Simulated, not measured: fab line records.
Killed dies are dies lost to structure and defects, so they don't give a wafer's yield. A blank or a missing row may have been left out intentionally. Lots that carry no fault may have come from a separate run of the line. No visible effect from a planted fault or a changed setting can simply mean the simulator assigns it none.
fab line records	flow n5Finfet
[record] lots = 10	wafers = 28	lastDay = 18
route steps=1938 shown HKMG_FIN@409 BEOL_M4@1111 PASSIVATION@1936
lots that met no fault: from a run of the same line without faults
startH: hours from the record's first day to the start of the lot's first wafer shown	waitH: hours from the lot's prior step to this one	" the same as in the row above	L1.1+2: one row covering several wafers at once	- no value, or no start was given	* or withheld: withheld	< > ~ a bound
route shown NAME@n: a module of which the file shows steps, and the number in the route of the first	usual: the fault-free wafers' mean and standard deviation	same: alike in all rows	chamber/n: place in a boat	sites: readings site by site	_std_site: how widely they spread, as a standard deviation	_edge_site: outer sites' mean less inner sites'	radiusMm: how far each site lies from the wafer's centre	mask NAME#n: copy n	behind: tool/chamber where the wafer was last shaped	hold: why the lot went on hold/how many hours it stayed there/how the hold came to an end	device: names the non-switching transistor (n, p or np)	end of line: the same wafers' tests at the end of the route	where a step has no rows: the recipe by itself	killed: dies that structure and defects cost at the first sort, which is not the same as the wafer's yield	map: dies across one wafer; x = killed, . = not, _ = none there
set.NAME: setting as actually run; set.NAME@STEP: the setting as run at that earlier step	model.NAME: the simulator's own value behind a step, which no gauge read
a sample of lots followed through the steps of the route, with each step as a table and each wafer as a row
services: a tool's chamber out of use, with start hour (startH, from the record's first day; less than 0 if before it), hours out, and reason
[[steps]]
[step N5_HKMG_FIN_STRIP_60]
[recipe] chemistry = N2/H2	powerW = 2500	tempC = 300	h2Frac = 0.65	timeS = 360	pressureMtorr = withheld	n2FlowSccm = 1750	h2FlowSccm = 3250
[usual] drypumpMotorCurrentA = 5.7/0.41	heaterPowerW = 470/52
[same] timeS = 360
lot.wafer	tool	chamber	startH	waitH	drypumpMotorCurrentA	heaterPowerW	rfHoursCounterH
L982.1	plasmaAsher-02	0	75.58	0.0	5.4	474	34
L982.2	"	1	"	"	5.3	401	34
L982.5	"	1	"	"	5.2	401	-
L983.1	plasmaAsher-02	1	78.55	0.0	5.2	402	35
L983.2	"	0	"	"	5.4	476	35
L983.3	"	0	"	"	5.4	488	-
L984.3	plasmaAsher-01	1	83.78	0.1	5.6	535	-
L984.4	"	0	"	"	6.3	456	-
L984.6	"	1	"	"	5.6	549	-
L987.2	plasmaAsher-02	1	105.56	0.0	5.3	401	41
L987.4	"	0	"	"	5.4	462	-
L987.6	"	0	"	"	5.4	482	-
L988.1	plasmaAsher-02	1	111.09	0.0	5.2	400	42
L988.4	"	0	"	"	5.5	481	-
L988.5	"	1	"	"	5.3	396	-
L989.5	plasmaAsher-01	1	118.70	0.3	5.6	544	-
L989.6	"	0	"	"	6.3	447	-
L993.1	plasmaAsher-02	0	139.82	0.0	5.5	475	48
L993.6	"	0	"	"	5.4	470	-
L101.1	plasmaAsher-01	0	186.71	0.0	6.4	456	103
L101.3	"	1	"	"	5.6	540	-
L101.4	"	0	"	"	6.3	447	-
L104.1	plasmaAsher-01	0	206.24	0.0	6.3	456	107
L104.2	"	1	"	"	5.6	546	107
L104.3	"	1	"	"	5.6	536	-
L105.1	plasmaAsher-02	0	209.88	0.0	5.5	487	62
L105.2	"	1	"	"	5.2	398	62
L105.4	"	0	"	"	5.4	475	-
[step N5_HKMG_FIN_INSPECT_14]
[recipe] mode = adi	inspectInstrument = macro
[usual] rawDefectCount = 2.1/1.5
lot.wafer	tool	chamber	startH	waitH	rawDefectCount
L982.1	defectInspect-02	-	78.18	0.0	5
L982.2	"	-	"	"	2
L982.5	"	-	"	"	1
L983.1	defectInspect-02	-	81.01	0.0	3
L983.2	"	-	"	"	0
L983.3	"	-	"	"	1
L984.3	defectInspect-02	-	86.01	0.0	5
L984.4	"	-	"	"	4
L984.6	"	-	"	"	1
L987.2	defectInspect-02	-	108.26	0.0	2
L987.4	"	-	"	"	1
L987.6	"	-	"	"	4
L988.1	defectInspect-01	-	113.42	0.0	4
L988.4	"	-	"	"	3
L988.5	"	-	"	"	2
L989.5	defectInspect-01	-	120.92	0.0	6
L989.6	"	-	"	"	1
L993.1	defectInspect-02	-	142.27	0.0	1
L993.6	"	-	"	"	0
L101.1	defectInspect-02	-	189.23	0.0	1
L101.3	"	-	"	"	1
L101.4	"	-	"	"	0
L104.1	defectInspect-02	-	208.82	0.0	4
L104.2	"	-	"	"	1
L104.3	"	-	"	"	1
L105.1	defectInspect-01	-	212.59	0.0	3
L105.2	"	-	"	"	5
L105.4	"	-	"	"	0
[step N5_HKMG_FIN_ALD_91]
[recipe] material = TiN	targetThkA = 10	tempC = 400	aldPrecursorFamily = TiCl4	aldCoReactant = NH3	pulseTimeS = 1	purgeTimeS = 3	coReactantPurgeTimeS = 2	coReactantPulseTimeS = 2	aldCycles = 47	pressureTorr = 3
[usual] aldCycles = 47/0	heaterPowerW = 884/98	precursorPulseHeightRel = 1.002/0.02
lot.wafer	tool	chamber	startH	waitH	aldCycles	heaterPowerW	precursorPulseHeightRel
L982.1	aldMetal-04	3	79.48	0.3	47	846	0.994
L982.2	"	0	"	"	47	945	1.023
L982.5	"	2	"	"	47	800	0.971
L983.1	aldMetal-04	3	82.02	0.3	47	852	0.966
L983.2	"	2	"	"	47	781	1.018
L983.3	"	0	"	"	47	958	1.000
L984.3	aldMetal-03	2	87.04	0.1	47	1056	0.980
L984.4	"	1	"	"	47	795	1.018
L984.6	"	0	"	"	47	868	1.010
L987.2	aldMetal-03	0	109.28	0.3	47	860	0.992
L987.4	"	2	"	"	47	1054	0.994
L987.6	"	3	"	"	47	737	1.017
L988.1	aldMetal-03	3	114.44	0.3	52	759	1.005
L988.4	"	0	"	"	47	863	1.024
L988.5	"	3	"	"	47	745	1.014
L989.5	aldMetal-03	3	122.06	0.1	47	741	0.967
L989.6	"	2	"	"	52	1041	0.993
L993.1	aldMetal-03	3	143.29	0.3	52	745	1.040
L993.6	"	1	"	"	52	819	1.005
L101.1	aldMetal-01	3	190.25	0.3	47	800	1.011
L101.3	"	1	"	"	47	1050	1.014
L101.4	"	0	"	"	47	930	1.032
L104.1	aldMetal-04	3	209.84	0.3	47	842	1.005
L104.2	"	0	"	"	47	976	1.021
L104.3	"	1	"	"	47	951	1.015
L105.1	aldMetal-04	2	213.65	0.3	47	804	1.031
L105.2	"	1	"	"	47	959	1.004
L105.4	"	3	"	"	47	824	0.960
[step N5_HKMG_FIN_NWFM_ALD_20]
[recipe] material = TiAlC	targetThkA = 20	tempC = 300	aldPrecursorFamily = TiCl4	aldCoReactant = TEA	pulseTimeS = 3	purgeTimeS = 2	coReactantPurgeTimeS = 2	coReactantPulseTimeS = 10	aldCycles = 7	pressureTorr = 3
[usual] aldCycles = 7/0	heaterPowerW = 508/53	precursorPulseHeightRel = 1.002/0.019
lot.wafer	tool	chamber	startH	waitH	aldCycles	heaterPowerW	precursorPulseHeightRel
L982.1	aldMetal-04	0	80.66	0.3	7	532	1.007
L982.2	"	3	"	"	7	464	1.047
L982.5	"	0	"	"	7	538	0.979
L983.1	aldMetal-01	2	83.15	0.3	7	536	0.980
L983.2	"	3	"	"	7	455	0.990
L983.3	"	0	"	"	7	524	1.029
L984.3	aldMetal-01	0	88.01	0.1	7	528	1.010
L984.4	"	1	"	"	7	582	0.993
L984.6	"	1	"	"	7	582	1.012
L987.2	aldMetal-03	0	110.71	0.6	7	482	0.970
L987.4	"	3	"	"	7	424	1.010
L987.6	"	0	"	"	7	501	0.992
L988.1	aldMetal-01	3	115.41	0.3	7	446	0.971
L988.4	"	0	"	"	7	516	0.991
L988.5	"	0	"	"	7	530	1.023
L989.5	aldMetal-01	2	122.96	0.1	7	522	1.023
L989.6	"	1	"	"	7	572	0.973
L993.1	aldMetal-01	0	144.27	0.3	7	531	1.032
L993.6	"	0	"	"	7	528	0.996
L101.1	aldMetal-03	2	191.22	0.3	7	609	1.013
L101.3	"	3	"	"	7	426	0.999
L101.4	"	1	"	"	7	444	0.996
L104.1	aldMetal-03	3	210.93	0.3	7	429	1.033
L104.2	"	0	"	"	7	483	1.010
L104.3	"	1	"	"	7	451	0.994
L105.1	aldMetal-01	3	214.62	0.3	7	442	0.992
L105.2	"	2	"	"	7	540	1.015
L105.4	"	0	"	"	7	525	0.985
[step N5_BEOL_M4_RC_MEAS_101]
[usual] DIBL_N = 36.5/1.4	DIBL_P = 36.5/1.6	IOFF_N = 0.163/0.022	IOFF_N_85C = 3.1/0.37	IOFF_N_LIN = 0.075/0.0087	IOFF_N_LONG = 5.5e-05/2.7e-06	IOFF_P = 0.219/0.029	ION_N = 675/8.3	ION_P = 464/6.2	SS_N = 71.5/0.52	SS_P = 73.4/0.57	VT_N = 249.7/2.6	VT_N_LONG = 275.1/2.3	VT_N_LVT = 98.2/2.7	VT_P = -250/3
lot.wafer	tool	chamber	startH	waitH	DIBL_N[mV/V]	DIBL_P[mV/V]	IOFF_N[nA/um]	IOFF_N_85C[nA/um]	IOFF_N_LIN[nA/um]	IOFF_N_LONG[nA/um]	IOFF_P[nA/um]	ION_N[uA/um]	ION_P[uA/um]	SS_N[mV/dec]	SS_P[mV/dec]	VT_N[mV]	VT_N_LONG[mV]	VT_N_LVT[mV]	VT_P[mV]
L982.1	prober-02	0	164.98	0.4	35.8	35.3	0.140	2.7	0.067	5.56e-05	0.185	661	459	71.2	72.5	250.8	275.4	99.5	-250
L982.2	"	0	"	"	38.3	37.5	0.177	3.3	0.078	5.63e-05	0.224	671	462	72.1	73.1	248.6	278.7	98.4	-247
L982.5	"	0	"	"	36.7	37.0	0.152	2.9	0.072	5.58e-05	0.201	670	465	71.2	72.9	249.0	275.5	99.5	-249
L983.1	prober-01	0	171.17	0.0	38.3	37.0	0.170	3.3	0.078	5.12e-05	0.252	673	472	71.9	73.3	252.2	276.2	100.3	-249
L983.2	"	0	"	"	36.7	34.9	0.139	2.8	0.068	4.98e-05	0.215	661	462	71.2	73.9	254.3	274.6	101.9	-248
L983.3	"	0	"	"	36.8	34.5	0.136	2.8	0.066	5.05e-05	0.199	669	468	70.9	73.2	253.8	275.5	103.2	-249
L984.3	prober-01	0	183.48	0.3	37.4	38.1	0.189	3.6	0.082	5.57e-05	0.216	673	455	72.7	73.7	247.7	272.6	96.8	-251
L984.4	"	0	"	"	34.2	34.8	0.134	2.6	0.063	5.41e-05	0.174	666	453	71.4	73.3	251.4	276.3	101.4	-255
L984.6	"	0	"	"	36.5	38.0	0.174	3.3	0.078	5.51e-05	0.213	676	461	72.3	73.4	250.6	275.0	97.6	-251
L987.2	prober-02	0	201.75	0.2	35.2	34.1	0.142	2.9	0.067	5.31e-05	0.178	667	462	71.2	73.3	253.4	276.0	98.8	-255
L987.4	"	0	"	"	37.9	36.5	0.191	3.7	0.084	5.33e-05	0.215	691	463	72.1	73.6	248.8	272.4	95.1	-253
L987.6	"	0	"	"	36.1	35.4	0.153	3.0	0.069	5.18e-05	0.193	671	459	71.2	73.2	251.1	276.8	98.2	-253
L988.1	prober-02	0	208.24	0.0	33.4	33.0	0.078	1.7	0.038	4.23e-05	0.187	647	466	71.2	72.3	264.3	288.0	109.1	-247
L988.4	"	0	"	"	35.9	36.4	0.169	3.3	0.078	5.76e-05	0.212	688	473	72.3	73.6	247.8	272.3	93.3	-249
L988.5	"	0	"	"	33.5	33.4	0.123	2.6	0.060	5.65e-05	0.164	666	457	71.3	72.5	251.7	270.2	97.1	-254
L989.5	prober-01	0	213.63	0.6	35.8	35.2	0.154	3.0	0.069	5.45e-05	0.188	666	454	70.6	73.4	250.5	274.8	98.7	-251
L989.6	"	0	"	"	36.2	36.4	0.112	2.3	0.051	4.24e-05	0.230	654	468	71.4	73.0	261.6	288.8	108.1	-248
L993.1	prober-02	0	231.98	0.0	35.2	36.0	0.095	2.0	0.046	4.38e-05	0.267	647	474	70.5	72.0	262.4	283.4	112.5	-244
L993.6	"	0	"	"	36.1	37.9	0.116	2.4	0.054	4.42e-05	0.312	656	482	70.4	73.4	260.0	283.0	109.3	-239
L101.1	prober-02	0	285.77	0.0	37.2	37.0	0.176	3.4	0.081	5.65e-05	0.219	682	461	71.7	73.5	249.3	274.9	95.3	-250
L101.3	"	0	"	"	37.7	38.1	0.195	3.7	0.091	5.7e-05	0.232	694	469	71.5	73.2	247.1	273.0	92.8	-251
L101.4	"	0	"	"	38.3	38.3	0.203	3.8	0.093	5.73e-05	0.244	682	465	71.7	73.7	246.3	271.6	92.7	-250
L104.1	prober-02	0	310.36	0.0	35.7	37.9	0.170	3.2	0.078	5.49e-05	0.230	681	472	72.5	73.4	250.1	273.3	98.0	-248
L104.2	"	0	"	"	33.3	34.6	0.127	2.6	0.061	5.55e-05	0.184	675	467	71.0	72.6	252.1	275.4	101.7	-251
L104.3	"	0	"	"	35.0	36.6	0.151	2.9	0.071	5.43e-05	0.217	675	465	71.1	73.3	250.0	275.5	99.9	-249
L105.1	prober-02	0	316.72	0.0	36.6	35.7	0.149	2.9	0.071	5.1e-05	0.218	661	460	71.8	73.4	251.6	275.8	102.8	-250
L105.2	"	0	"	"	37.2	36.7	0.164	3.1	0.075	5.11e-05	0.243	665	458	72.8	73.9	250.0	276.5	101.3	-248
L105.4	"	0	"	"	34.9	33.8	0.132	2.6	0.065	5.18e-05	0.196	667	467	71.7	72.7	254.0	277.1	103.2	-251
[step N5_PASSIVATION_PROBE_49]
[usual] defectLimitedYield = 91.2/1.6	killed_at_M0_to_M3 = 33/11	killed_at_M4_up = 15/6.2	killedAtContacts = 15/7.1	killedAtFrontEnd = 38/12	killedAtOther = 4/3.5	killedDies = 104/19	killedOpen = 69/14	killedShort = 34/8.5	sort_bin_4_leakage = 0/0	sort_bin_5_function = 5.2/0.99	sort_bin_6_memory = 3.3/0.77	sort_bin_8_speed = 0/0	sortNPass = 1076/19	sortYieldPct = 91.2/1.6
[same] grossDies = 1180	killedAtBackSide = 0
lot.wafer	tool	chamber	startH	waitH	defectLimitedYield[%]	killed_at_M0_to_M3	killed_at_M4_up	killedAtContacts	killedAtFrontEnd	killedAtOther	killedDies	killedOpen	killedShort	sort_bin_4_leakage[%]	sort_bin_5_function[%]	sort_bin_6_memory[%]	sort_bin_8_speed[%]	sortNPass	sortYieldPct[%]
L982.1	prober-02	-	264.78	0.0	92.4	21	9	7	49	4	90	59	30	0	4.6	2.8	0	1090	92.4
L982.2	prober-02	-	264.83	0.1	90.3	42	6	19	36	11	114	74	39	0	5.3	3.9	0	1066	90.3
L982.5	prober-02	-	264.98	0.2	90.8	44	11	10	39	5	109	75	34	0	6.1	3.0	0	1071	90.8
L983.1	prober-02	-	279.51	0.0	90.0	19	13	31	51	4	118	84	34	0	7.0	2.9	0	1062	90.0
L983.2	prober-02	-	279.56	0.1	91.8	23	16	34	21	3	97	71	26	0	3.5	4.4	0	1083	91.8
L983.3	prober-02	-	279.61	0.1	89.6	32	10	25	44	12	123	79	42	0	6.4	3.7	0	1057	89.6
L984.3	prober-01	-	288.24	0.1	93.0	11	12	18	40	2	83	51	31	0	4.1	2.7	0	1097	93.0
L984.4	prober-01	-	288.29	0.2	94.2	24	5	9	28	2	68	42	26	0	3.2	2.4	0	1112	94.2
L984.6	prober-01	-	288.39	0.3	91.0	22	26	20	36	2	106	69	34	0	5.0	3.7	0	1074	91.0
L988.1	prober-02	-	309.11	0.0	91.8	50	23	6	17	1	97	67	30	0	4.7	3.1	0.42	1078	91.4
L988.4	prober-02	-	309.26	0.2	95.3	17	6	5	27	1	56	37	19	0	2.8	1.9	0	1124	95.3
L988.5	prober-02	-	309.31	0.2	93.5	39	4	0	33	1	77	50	25	0	3.5	2.6	0	1103	93.5
L987.2	prober-01	-	310.10	0.1	89.2	38	20	11	58	0	127	88	37	0	5.9	4.6	0	1053	89.2
L987.4	prober-01	-	310.20	0.2	88.0	55	22	19	44	2	142	100	37	0	6.8	4.5	0	1038	88.0
L987.6	prober-01	-	310.30	0.3	87.0	42	34	23	53	1	153	105	46	0	7.5	4.9	0	1027	87.0
L989.5	prober-01	-	316.10	0.2	92.6	21	12	17	37	0	87	53	31	0	4.4	2.6	0	1093	92.6
L989.6	prober-01	-	316.15	0.3	94.2	10	13	6	37	2	68	39	27	0	3.8	1.9	0	1112	94.2
L993.1	prober-02	-	335.06	0.0	91.1	29	18	16	38	4	105	69	36	0	4.7	3.9	0.08	1074	91.0
L993.6	prober-02	-	335.31	0.3	90.7	43	19	4	41	3	110	74	35	0.08	6.0	3.0	0	1069	90.6
L101.1	prober-02	-	387.40	0.0	91.3	28	9	7	49	10	103	63	40	0	4.5	3.8	0	1077	91.3
L101.3	prober-02	-	387.50	0.1	93.0	24	13	14	26	6	83	55	25	0	4.4	2.5	0	1097	93.0
L101.4	prober-02	-	387.55	0.2	92.3	20	16	10	43	2	91	48	34	0	4.1	3.0	0	1089	92.3
L104.1	prober-02	-	416.80	0.0	91.5	39	11	24	24	2	100	72	25	0	4.2	4.2	0	1080	91.5
L104.2	prober-02	-	416.85	0.1	88.7	45	18	29	36	5	133	86	47	0	6.4	4.4	0	1047	88.7
L104.3	prober-02	-	416.90	0.1	89.3	26	16	18	58	8	126	90	36	0	6.2	4.2	0	1054	89.3
L105.1	prober-01	-	420.58	0.0	91.9	37	8	16	34	1	96	65	29	0	5.3	2.5	0	1084	91.9
L105.2	prober-01	-	420.63	0.1	90.5	24	11	26	51	0	112	73	38	0	5.8	3.6	0	1068	90.5
L105.4	prober-01	-	420.73	0.2	89.5	39	8	33	41	3	124	81	42	0	6.4	3.6	0	1056	89.5
// killed by level:class
L982.1 STI_FIN_REVEAL:geometricParticle:open=13 FIN_SAQP:geometricParticle:open=12 BEOL_M0_SAQP:geometricParticle:short=7 MOL_CONTACT_COAG:geometricParticle:open=6 STARTING-WAFER:geometricParticle:open=5 FIN_SAQP:geometricParticle:short=4 DUMMY_GATE:geometricParticle:open=4 BEOL_M4:geometricParticle:open=3
L982.2 MOL_CONTACT_COAG:geometricParticle:open=17 BEOL_M0_SAQP:geometricParticle:short=13 BEOL_M1:geometricParticle:open=10 BEOL_M0_SAQP:geometricParticle:open=9 FIN_SAQP:geometricParticle:open=7 DUMMY_GATE:geometricParticle:open=6 FIN_SAQP:geometricParticle:short=4 STI_FIN_REVEAL:geometricParticle:open=4
L982.5 BEOL_M3:geometricParticle:open=11 BEOL_M0_SAQP:geometricParticle:open=11 BEOL_M0_SAQP:geometricParticle:short=10 FIN_SAQP:geometricParticle:open=9 FIN_SAQP:geometricParticle:short=7 DUMMY_GATE:geometricParticle:open=7 MOL_CONTACT_COAG:geometricParticle:open=7 BEOL_M4:geometricParticle:open=5
L983.1 MOL_CONTACT_COAG:geometricParticle:open=28 STI_FIN_REVEAL:geometricParticle:open=12 GATE_CUT:geometricParticle:short=7 BEOL_M4:geometricParticle:open=6 ILD0:geometricParticle:short=5 FIN_SAQP:geometricParticle:open=4 DUMMY_GATE:geometricParticle:short=4 GATE_CUT:geometricParticle:open=4
L983.2 MOL_CONTACT_COAG:geometricParticle:open=31 BEOL_M1:geometricParticle:open=6 BEOL_M4:geometricParticle:open=6 STI_FIN_REVEAL:geometricParticle:open=4 BEOL_M1:geometricParticle:short=4 BEOL_M3:geometricParticle:short=4 BEOL_M3:geometricParticle:open=4 STARTING-WAFER:geometricParticle:short=4
L983.3 MOL_CONTACT_COAG:geometricParticle:open=18 BEOL_M0_SAQP:geometricParticle:short=10 STI_FIN_REVEAL:geometricParticle:open=7 MOL_CONTACT_COAG:geometricParticle:short=7 STARTING-WAFER:geometricParticle:open=7 FIN_SAQP:geometricParticle:open=6 BEOL_M1:geometricParticle:open=6 GATE_CUT:geometricParticle:short=5
L984.3 FIN_SAQP:geometricParticle:short=15 MOL_CONTACT_COAG:geometricParticle:open=13 FIN_SAQP:geometricParticle:open=9 BEOL_M4:geometricParticle:open=7 MOL_CONTACT_COAG:geometricParticle:short=5 BEOL_M1:geometricParticle:open=5 DUMMY_GATE:geometricParticle:open=3 STI_FIN_REVEAL:geometricParticle:open=3
L984.4 FIN_SAQP:geometricParticle:short=9 BEOL_M3:geometricParticle:open=8 MOL_CONTACT_COAG:geometricParticle:open=8 FIN_SAQP:geometricParticle:open=5 BEOL_M0_SAQP:geometricParticle:short=5 BEOL_M1:geometricParticle:open=3 BEOL_M0_SAQP:geometricParticle:open=3 BEOL_M4:geometricParticle:open=3
L984.6 MOL_CONTACT_COAG:geometricParticle:open=17 FIN_SAQP:geometricParticle:open=14 BEOL_M0_SAQP:geometricParticle:short=9 BEOL_M4:geometricParticle:open=9 FIN_SAQP:geometricParticle:short=7 BEOL_M0_SAQP:geometricParticle:open=7 STI_FIN_REVEAL:geometricParticle:open=4 BEOL_M1:geometricParticle:open=4
L988.1 BEOL_M0_SAQP:geometricParticle:open=13 BEOL_M1:geometricParticle:open=12 BEOL_M0_SAQP:geometricParticle:short=10 FIN_SAQP:geometricParticle:open=5 BEOL_M1:geometricParticle:short=5 BEOL_M4:geometricParticle:open=5 BEOL_M8:geometricParticle:open=5 BEOL_M3:geometricParticle:open=4
L988.4 GATE_CUT:geometricParticle:short=6 BEOL_M3:geometricParticle:open=5 FIN_SAQP:geometricParticle:open=4 GATE_CUT:geometricParticle:open=4 MOL_CONTACT_COAG:geometricParticle:open=4 BEOL_M0:geometricParticle:open=4 BEOL_M0_SAQP:geometricParticle:open=3 FIN_SAQP:geometricParticle:short=2
L988.5 BEOL_M1:geometricParticle:open=9 BEOL_M3:geometricParticle:open=9 FIN_SAQP:geometricParticle:open=7 SPACER0:geometricParticle:open=5 BEOL_M2:geometricParticle:open=5 BEOL_M2:geometricParticle:short=5 SPACER0:geometricParticle:short=4 GATE_CUT:geometricParticle:short=4
L987.2 STI_FIN_REVEAL:geometricParticle:open=21 BEOL_M1:geometricParticle:open=13 FIN_SAQP:geometricParticle:open=10 BEOL_M4:geometricParticle:open=9 FIN_SAQP:geometricParticle:short=7 BEOL_M3:geometricParticle:open=7 STI_FIN_REVEAL:geometricParticle:short=6 MOL_CONTACT_COAG:geometricParticle:open=6
L987.4 STI_FIN_REVEAL:geometricParticle:open=16 BEOL_M1:geometricParticle:open=14 BEOL_M0_SAQP:geometricParticle:open=13 BEOL_M0_SAQP:geometricParticle:short=13 BEOL_M4:geometricParticle:open=12 MOL_CONTACT_COAG:geometricParticle:open=11 MOL_CONTACT_COAG:geometricParticle:short=8 BEOL_M2:geometricParticle:open=7
L987.6 MOL_CONTACT_COAG:geometricParticle:open=17 BEOL_M4:geometricParticle:open=16 FIN_SAQP:geometricParticle:open=13 STI_FIN_REVEAL:geometricParticle:open=12 BEOL_M2:geometricParticle:open=11 FIN_SAQP:geometricParticle:short=9 BEOL_M1:geometricParticle:open=7 BEOL_M0_SAQP:geometricParticle:short=7
L989.5 MOL_CONTACT_COAG:geometricParticle:open=13 STARTING-WAFER:geometricParticle:open=7 FIN_SAQP:geometricParticle:open=6 GATE_CUT:geometricParticle:short=6 STARTING-WAFER:geometricParticle:short=5 GATE_CUT:geometricParticle:open=4 MOL_CONTACT_COAG:geometricParticle:short=4 BEOL_M0_SAQP:geometricParticle:open=4
L989.6 STI_FIN_REVEAL:geometricParticle:open=9 FIN_SAQP:geometricParticle:short=7 MOL_CONTACT_COAG:geometricParticle:open=5 BEOL_M4:geometricParticle:short=5 GATE_CUT:geometricParticle:short=4 GATE_CUT:geometricParticle:open=4 BEOL_M0_SAQP:geometricParticle:short=4 STI_FIN_REVEAL:geometricParticle:short=3
L993.1 FIN_SAQP:geometricParticle:open=11 MOL_CONTACT_COAG:geometricParticle:open=10 BEOL_M2:geometricParticle:open=8 STI_FIN_REVEAL:geometricParticle:open=7 BEOL_M1:geometricParticle:open=7 MOL_CONTACT_COAG:geometricParticle:short=6 BEOL_M0_SAQP:geometricParticle:open=4 BEOL_M0_SAQP:geometricParticle:short=4
L993.6 BEOL_M2:geometricParticle:open=12 BEOL_M1:geometricParticle:open=11 FIN_SAQP:geometricParticle:open=10 BEOL_M4:geometricParticle:open=10 FIN_SAQP:geometricParticle:short=8 BEOL_M3:geometricParticle:open=7 BEOL_M1:geometricParticle:short=5 BEOL_M0_SAQP:geometricParticle:open=4
L101.1 STI_FIN_REVEAL:geometricParticle:open=15 FIN_SAQP:geometricParticle:short=11 FIN_SAQP:geometricParticle:open=7 BEOL_M2:geometricParticle:open=7 BEOL_M1:geometricParticle:open=6 BEOL_M0_SAQP:geometricParticle:open=5 MOL_CONTACT_COAG:geometricParticle:open=4 BEOL_M0_SAQP:geometricParticle:short=4
L101.3 MOL_CONTACT_COAG:geometricParticle:open=10 STI_FIN_REVEAL:geometricParticle:open=6 BEOL_M0_SAQP:geometricParticle:open=6 FIN_SAQP:geometricParticle:open=5 DUMMY_GATE:geometricParticle:open=5 BEOL_M1:geometricParticle:open=5 BEOL_M5:geometricParticle:short=4 GATE_CUT:geometricParticle:short=4
L101.4 STI_FIN_REVEAL:geometricParticle:open=8 MOL_CONTACT_COAG:geometricParticle:open=8 BEOL_M0_SAQP:geometricParticle:short=7 FIN_SAQP:geometricParticle:short=6 BEOL_M5:geometricParticle:open=6 DUMMY_GATE:geometricParticle:open=5 HKMG_FIN:areaEtch=5 GATE_CUT:geometricParticle:short=4
L104.1 MOL_CONTACT_COAG:geometricParticle:open=19 BEOL_M2:geometricParticle:open=11 BEOL_M1:geometricParticle:open=8 BEOL_M3:geometricParticle:open=7 MOL_CONTACT_COAG:geometricParticle:short=5 STI_FIN_REVEAL:geometricParticle:open=4 STI_FIN_REVEAL:geometricParticle:short=4 FIN_SAQP:geometricParticle:open=3
L104.2 MOL_CONTACT_COAG:geometricParticle:open=19 FIN_SAQP:geometricParticle:open=13 BEOL_M0_SAQP:geometricParticle:short=11 MOL_CONTACT_COAG:geometricParticle:short=10 BEOL_M4:geometricParticle:open=8 BEOL_M0_SAQP:geometricParticle:open=7 BEOL_M2:geometricParticle:open=7 BEOL_M3:geometricParticle:open=7
L104.3 FIN_SAQP:geometricParticle:open=15 STI_FIN_REVEAL:geometricParticle:open=14 MOL_CONTACT_COAG:geometricParticle:open=13 BEOL_M4:geometricParticle:open=10 FIN_SAQP:geometricParticle:short=9 BEOL_M0_SAQP:geometricParticle:open=8 PASS1_CAP:geometricParticle:open=6 BEOL_M0_SAQP:geometricParticle:short=6
L105.1 MOL_CONTACT_COAG:geometricParticle:open=12 BEOL_M0_SAQP:geometricParticle:short=10 DUMMY_GATE:geometricParticle:open=9 BEOL_M2:geometricParticle:open=7 FIN_SAQP:geometricParticle:open=6 BEOL_M3:geometricParticle:open=6 FIN_SAQP:geometricParticle:short=5 STI_FIN_REVEAL:geometricParticle:open=4
L105.2 MOL_CONTACT_COAG:geometricParticle:open=19 DUMMY_GATE:geometricParticle:open=14 FIN_SAQP:geometricParticle:short=10 BEOL_M2:geometricParticle:open=8 MOL_CONTACT_COAG:geometricParticle:short=7 DUMMY_GATE:geometricParticle:short=6 FIN_SAQP:geometricParticle:open=5 BEOL_M4:geometricParticle:open=5
L105.4 MOL_CONTACT_COAG:geometricParticle:open=24 FIN_SAQP:geometricParticle:short=12 MOL_CONTACT_COAG:geometricParticle:short=9 BEOL_M0_SAQP:geometricParticle:open=9 FIN_SAQP:geometricParticle:open=8 BEOL_M2:geometricParticle:open=7 STI_FIN_REVEAL:geometricParticle:open=6 BEOL_M3:geometricParticle:open=5
[[services]]
tool	chamber	startH	hours	kind
aldMetal-01	-	64.52	2.8	pm
plasmaAsher-02	-	77.58	0.3	repair
aldMetal-03	1	87.34	3.2	repair
plasmaAsher-02	-	89.32	2.0	repair
plasmaAsher-02	-	92.62	0.3	repair
aldMetal-04	-	107.79	28.1	pm
plasmaAsher-01	-	130.10	3.4	repair
aldMetal-04	1	147.14	3.4	repair
aldMetal-03	1	150.45	11.6	repair
aldMetal-04	0	151.62	19.0	repair
plasmaAsher-02	-	164.43	2.8	pm
plasmaAsher-01	-	167.18	2.8	pm
aldMetal-04	-	199.22	1.0	repair
[[key]]
[firstSign] step = N5_HKMG_FIN_ALD_91	reading = aldCycles	direction = up	sigmas = 99+	usual = *	struck = *
[effect] step = N5_BEOL_M4_RC_MEAS_101	reading = VT_N	direction = up	sigmas = 4.7	usual = 249.7	struck = 262.1
[effect] step = N5_BEOL_M4_RC_MEAS_101	reading = VT_N_LONG	direction = up	sigmas = 4.6	usual = 275.1	struck = 285.8
[effect] step = N5_BEOL_M4_RC_MEAS_101	reading = IOFF_N_LONG	direction = down	sigmas = 4.3	usual = 5.5e-05	struck = 4.32e-05
[effect] step = N5_BEOL_M4_RC_MEAS_101	reading = VT_N_LVT	direction = up	sigmas = 4.3	usual = 98.2	struck = 109.8
[effect] step = N5_BEOL_M4_RC_MEAS_101	reading = IOFF_N_LIN	direction = down	sigmas = 3.2	usual = 0.075	struck = 0.047
[effect] step = N5_BEOL_M4_RC_MEAS_101	reading = ION_N	direction = down	sigmas = 2.9	usual = 675	struck = 651
[effect] step = N5_BEOL_M4_RC_MEAS_101	reading = IOFF_N_85C	direction = down	sigmas = 2.8	usual = 3.1	struck = 2.1
[effect] step = N5_BEOL_M4_RC_MEAS_101	reading = IOFF_N	direction = down	sigmas = 2.8	usual = 0.163	struck = 0.100	wafersMoved = 3
[effect] step = N5_BEOL_M4_RC_MEAS_101	reading = VT_P	direction = up	sigmas = 1.8	usual = -250	struck = -244
metAt N5_HKMG_FIN_ALD_91
struckLots L988,L989,L993
struckWafers L988.1,L989.6,L993.1,L993.6
notActingAt N5_HKMG_FIN_STRIP_60,N5_HKMG_FIN_INSPECT_14,N5_HKMG_FIN_NWFM_ALD_20
onsetBetween 109.28 114.44
[fault] kind = processParameterDrift	tool = aldMetal-03	chamber = -	onsetH = 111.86	steps = N5_HKMG_FIN_ALD_91	channel = aldCycles	offset = *	shape = step	endH = 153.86	scope = struckWafersOnly	actsIn = *	stated = *
